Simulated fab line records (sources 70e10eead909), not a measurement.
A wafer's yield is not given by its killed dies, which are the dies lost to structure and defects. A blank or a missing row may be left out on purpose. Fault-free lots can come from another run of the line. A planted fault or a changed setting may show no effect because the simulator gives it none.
The tool behind it: which one?    flow nand_harc    6 lots with 18 wafers sampled at 3 steps, on a route of 1302 steps

## WHAT EACH GAUGE READ, for each wafer
NHARC_P_STI_INSPECT_11.
lot   measured      on                 raw_defect_count
L254  day 5 07:40   defect_inspect-02  772 743 730
L263  day 9 00:43   defect_inspect-02  0 2 5
L265  day 9 19:55   defect_inspect-02  9 8 6
L267  day 10 17:04  defect_inspect-02  10 7 9
L269  day 11 14:26  defect_inspect-02  13 2 10
L271  day 12 08:22  defect_inspect-01  1 4 7

## EACH LOT AND THE TOOL THAT RAN IT (in order: tool; ch and the chambers of the sampled wafers; start)
lot   NHARC_P_ZERO_WELL_DESCUM_26         NHARC_P_STI_PRECLEAN_27
L254  rie_diel-04 ch 1,2,3, day 4 10:39   wet_bench-06 ch 3,5,6, day 4 15:42
L263  rie_diel-02 ch 0,1,2, day 8 05:06   wet_bench-06 ch 2,5,6, day 8 10:04
L265  rie_diel-11 ch 1,2,3, day 9 00:44   wet_bench-09 ch 1,3,6, day 9 05:33
L267  rie_diel-02 ch 1,3, day 9 20:38     wet_bench-09 ch 2,3,5, day 10 01:52
L269  rie_diel-02 ch 0,1,2, day 10 16:35  wet_bench-09 ch 1,2,4, day 10 22:46
L271  rie_diel-04 ch 1,2,3, day 11 12:44  wet_bench-04 ch 1,4,6, day 11 17:47
- NHARC_P_ZERO_WELL_DESCUM_26: chemistry O2, time 3 s.
- NHARC_P_STI_PRECLEAN_27: cleans in SC1.

## THE ANSWER, worked out from the rows above alone
Rule: what is usual is taken from the lots themselves. The widest of any qualifying gaps counts: lots, ordered by their means at a reading, are off when they make up no more than a third of the lots, leave a main group of 4 or more, and stand apart from it by 3 or more times the standard deviation of that group's means. A main group whose means are all the same, to the digits that the tables above print for the reading, isn't used. A lot without any number at a reading at which 4 lots or more have one is off too. The other lots that the step has rows for count as sound.
Off: L254 (NHARC_P_STI_INSPECT_11, raw_defect_count). The main group: mean 6.2, standard deviation 2.6.
A tool fits if, at a process step before that reading, it ran every lot that is off, and no sound lot after the first of them. Those tools and the gauges at NHARC_P_STI_INSPECT_11 are tried in the same way. Not one of the candidates tried fits.

## WHAT HAD BEEN PUT IN BY THE SIMULATOR
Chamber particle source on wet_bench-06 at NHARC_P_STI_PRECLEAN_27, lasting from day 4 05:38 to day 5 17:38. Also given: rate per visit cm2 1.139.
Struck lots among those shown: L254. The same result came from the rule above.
